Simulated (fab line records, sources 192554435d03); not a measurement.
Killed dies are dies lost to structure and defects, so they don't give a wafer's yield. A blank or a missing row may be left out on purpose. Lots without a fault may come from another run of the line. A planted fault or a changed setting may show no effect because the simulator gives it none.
Chamber matching | flow n5_finfet | N5_FIN_SAQP_PECVD_06 on pecvd-02: 3 sister chambers
The step deposits a-Si from SiH4/He, target thk 60 nm, time 48.1 s. 3 wafers are shown with their chamber, then 7 later ones without.

WAFERS WITH THEIR CHAMBER
wafer  | chamber | showerhead_plenum_p_Torr (Torr)
L088.5 | 0       | 5.67
L092.2 | 1       | 5.67
L092.3 | 2       | 5.73

WAFERS WITHOUT THEIR CHAMBER
wafer  | showerhead_plenum_p_Torr (Torr)
L092.4 | 5.75
L096.3 | 5.66
L096.5 | 5.65
L096.6 | 5.67
L097.1 | 5.66
L097.4 | 5.74
L097.5 | 5.66

WHICH CHAMBER EACH WENT THROUGH
wafer  | from the rows above     | in truth
L092.4 | 2                       | 2
L096.3 | can't be placed: 0 or 1 | 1
L096.5 | can't be placed: 0 or 1 | 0
L096.6 | can't be placed: 0 or 1 | 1
L097.1 | can't be placed: 0 or 1 | 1
L097.4 | 2                       | 2
L097.5 | can't be placed: 0 or 1 | 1
Placed correctly: 2 of 7. Can't be placed from these rows: 5 (the true chamber is among the candidates in 5). Placed wrongly: 0.
How it was worked out, from the rows above alone: a wafer's distance from a chamber is the root of the sum, over the readings, of the square of ((its reading less the chamber's mean) divided by the reading's scatter). The wafer belongs to the nearest chamber; if the next one is less than 2 further off, it can't be placed. A chamber's mean is the mean of its shown wafers. The scatter: with one shown wafer a chamber, the root of the mean of the squares of how far each hidden wafer lies from its nearest shown one.
